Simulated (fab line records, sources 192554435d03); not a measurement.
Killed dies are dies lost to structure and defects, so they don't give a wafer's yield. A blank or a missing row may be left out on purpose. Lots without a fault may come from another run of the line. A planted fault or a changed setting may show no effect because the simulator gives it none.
One fault seen from 2 desks | flow n5_finfet | each desk has only its own numbers; what lay behind them comes last

THE METROLOGY DESK
What the gauges read, lot by lot, whatever tool the lot ran on: means of the sampled wafers that have a number. A lot is out of limits, marked OUT, if its mean lies more than 4 standard deviations from the usual mean; the brackets give that distance. Of its 10 readings 7 are shown: those that lie furthest out on some lot.
Columns: A = DIBL_N at N5_BEOL_M4_RC_MEAS_101, usual 36.3 mV/V; B = DIBL_P at N5_BEOL_M4_RC_MEAS_101, usual 35.7 mV/V; C = IOFF_N at N5_BEOL_M4_RC_MEAS_101, usual 0.155 nA/um; D = IOFF_P at N5_BEOL_M4_RC_MEAS_101, usual 0.204 nA/um; E = ION_N at N5_BEOL_M4_RC_MEAS_101, usual 671 uA/um; F = VT_N at N5_BEOL_M4_RC_MEAS_101, usual 250.2 mV; G = VT_P at N5_BEOL_M4_RC_MEAS_101, usual -251 mV
lot  | first seen here | A    | B    | C     | D     | E   | F     | G
L889 | day 8 15:50     | 35.7 | 34.5 | 0.136 | 0.199 | 666 | 250.9 | -248
L890 | day 8 18:48     | 35.0 | 34.9 | 0.154 | 0.208 | 670 | 249.3 | -249
L893 | day 9 00:10     | 36.8 | 36.6 | 0.175 | 0.231 | 678 | 248.1 | -247
L898 | day 10 22:15    | 36.7 | 37.0 | 0.159 | 0.200 | 673 | 249.8 | -252
L899 | day 11 00:20    | 36.5 | 36.0 | 0.154 | 0.191 | 670 | 251.0 | -253
L901 | day 11 07:46    | 36.0 | 34.0 | 0.156 | 0.177 | 674 | 251.1 | -257
L902 | day 11 13:34    | 36.1 | 33.8 | 0.142 | 0.165 | 668 | 251.6 | -256
L909 | day 13 06:14    | 36.8 | 36.6 | 0.172 | 0.230 | 674 | 247.8 | -247
L910 | day 13 14:47    | 34.5 | 34.6 | 0.117 | 0.176 | 653 | 253.8 | -252
This desk's finding: nothing out of limits on any of the 9 lots.

THE TOOL OWNER'S DESK: litho_track-03
The tool's own readings at N5_BEOL_M0_SAQP_COAT_87 (time 60 s, resist thk 5 nm): means of the sampled wafers that have a number, for each lot that ran on this tool. A lot is out of limits, marked OUT, if its mean lies more than 4 standard deviations from the usual mean; the brackets give that distance.
Columns: A = heater_power_total_W at N5_BEOL_M0_SAQP_COAT_87, usual 391.8 W; B = plate_temp_C at N5_BEOL_M0_SAQP_COAT_87, usual 205.01 C
lot  | first seen here | A               | B
L890 | day 6 07:46     | 393.2           | 205.25
L893 | day 7 00:06     | 391.9           | 204.89
L898 | day 8 11:05     | 392.8           | 205.02
L899 | day 8 20:39     | 391.3           | 205.00
L901 | day 9 07:11     | 408.3 (+13) OUT | 212.01 (+44) OUT
L902 | day 9 09:29     | 409.5 (+14) OUT | 212.04 (+44) OUT
This desk's finding: out of limits on L901, L902; first on L901, day 9 07:11 (heater_power_total_W at N5_BEOL_M0_SAQP_COAT_87). In limits: L890, L893, L898, L899.

PUT TOGETHER
The tool owner's desk could have raised an alarm at day 9 07:11, on L901, L902.
The metrology desk saw nothing out of limits.
The metrology desk has L901, L902 on record, within its limits.
Of the lots named, all ran N5_BEOL_M0_SAQP_COAT_87 on litho_track-03.

WHAT THE SIMULATOR HAD PUT IN
Process parameter drift: litho_track-03, from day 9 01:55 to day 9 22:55, at N5_BEOL_M0_SAQP_COAT_87. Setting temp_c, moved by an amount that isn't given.
Lots struck among those shown: L901, L902.
Hours from the fault's start to each desk's first reading out of limits: the tool owner's desk, 5.
